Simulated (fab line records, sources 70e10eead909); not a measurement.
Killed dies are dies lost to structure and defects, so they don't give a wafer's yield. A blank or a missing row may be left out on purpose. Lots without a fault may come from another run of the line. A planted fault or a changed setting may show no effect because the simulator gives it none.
Chamber matching | flow nand_harc | NHARC_P_M0_CMP_23 on cmp-01: 4 sister chambers
The step polishes, t overpolish 20 s, target thk 117.54 nm. 7 wafers are shown with their chamber, then 6 later ones without.

WAFERS WITH THEIR CHAMBER
wafer  | chamber | motor_current_A (A) | slurry_flow_ml_min
L399.3 | 3       | 11.9                | 150.3
L403.4 | 1       | 11.5                | 150.5
L411.4 | 0       | 12.1                | 149.8
L411.6 | 2       | 11.8                | 149.4
L416.4 | 2       | 11.5                | 150.7
L416.5 | 0       | 12.1                | 150.3
L416.6 | 1       | 12.4                | 149.9

WAFERS WITHOUT THEIR CHAMBER
wafer  | motor_current_A (A) | slurry_flow_ml_min
L421.2 | 11.8                | 149.9
L421.5 | 11.4                | 149.5
L421.6 | 12.2                | 150.8
L420.2 | 11.5                | 149.6
L420.4 | 12.7                | 150.5
L420.6 | 11.6                | 150.5

WHICH CHAMBER EACH WENT THROUGH
wafer  | from the rows above               | in truth
L421.2 | can't be placed: 2 or 1 or 3 or 0 | 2
L421.5 | can't be placed: 2 or 1 or 3 or 0 | 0
L421.6 | can't be placed: 3 or 1 or 0 or 2 | 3
L420.2 | can't be placed: 2 or 1 or 3 or 0 | 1
L420.4 | can't be placed: 0 or 1 or 3 or 2 | 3
L420.6 | can't be placed: 2 or 3 or 1 or 0 | 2
Placed correctly: 0 of 6. Can't be placed from these rows: 6 (the true chamber is among the candidates in 6). Placed wrongly: 0.
How it was worked out, from the rows above alone: a wafer's distance from a chamber is the root of the sum, over the readings, of the square of ((its reading less the chamber's mean) divided by the reading's scatter). The wafer belongs to the nearest chamber; if the next one is less than 2 further off, it can't be placed. A chamber's mean is the mean of its shown wafers. The scatter: the root of (the sum of the squares of (reading less its chamber's mean) over the shown wafers, divided by (wafers less chambers)).
